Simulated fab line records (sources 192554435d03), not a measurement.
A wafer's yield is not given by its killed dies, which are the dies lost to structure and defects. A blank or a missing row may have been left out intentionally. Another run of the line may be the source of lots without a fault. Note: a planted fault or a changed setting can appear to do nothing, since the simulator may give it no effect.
Chamber matching	flow n5-finfet	N5_HKMG_FIN_CMP_23 on cmp-03 has 4 sister chambers
The step polishes, stops on SiNx, t overpolish 10 s, target thk 46.326 nm. 4 wafers are shown with their chamber, then 9 later ones without.

== WAFERS, EACH WITH ITS CHAMBER ==
wafer	chamber	motor-current-A (A)
L088.1	0	10.9
L089.5	1	13.0
L090.4	3	13.6
L090.6	2	11.8

== WAFERS MISSING THEIR CHAMBER ==
wafer	motor-current-A (A)
L093.2	11.6
L093.4	12.3
L093.5	11.2
L094.2	13.7
L094.4	13.8
L094.6	13.9
L097.4	12.3
L097.5	13.7
L097.6	11.6

== CHAMBER TAKEN BY EACH ==
wafer	from the rows above	in truth
L093.2	can't be placed: 2 or 0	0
L093.4	can't be placed: 2 or 1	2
L093.5	can't be placed: 0 or 2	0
L094.2	can't be placed: 3 or 1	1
L094.4	can't be placed: 3 or 1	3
L094.6	can't be placed: 3 or 1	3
L097.4	can't be placed: 2 or 1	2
L097.5	can't be placed: 3 or 1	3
L097.6	can't be placed: 2 or 0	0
Correct placement for 0 of the 9. Not placeable from these rows: 9 (in 9, the candidates include the true chamber). Wrongly placed: 0.
How it was worked out, from the rows above alone: a wafer's distance from a chamber is the root of the sum, over the readings, of the square of ((its reading less the chamber's mean) divided by the reading's scatter). The wafer belongs to the nearest chamber; if the next one is less than 2 further off, it can't be placed. Each chamber's mean is taken over the wafers shown for it. The scatter: root of mean squared gap, hidden wafer to nearest shown wafer, with one shown wafer a chamber.
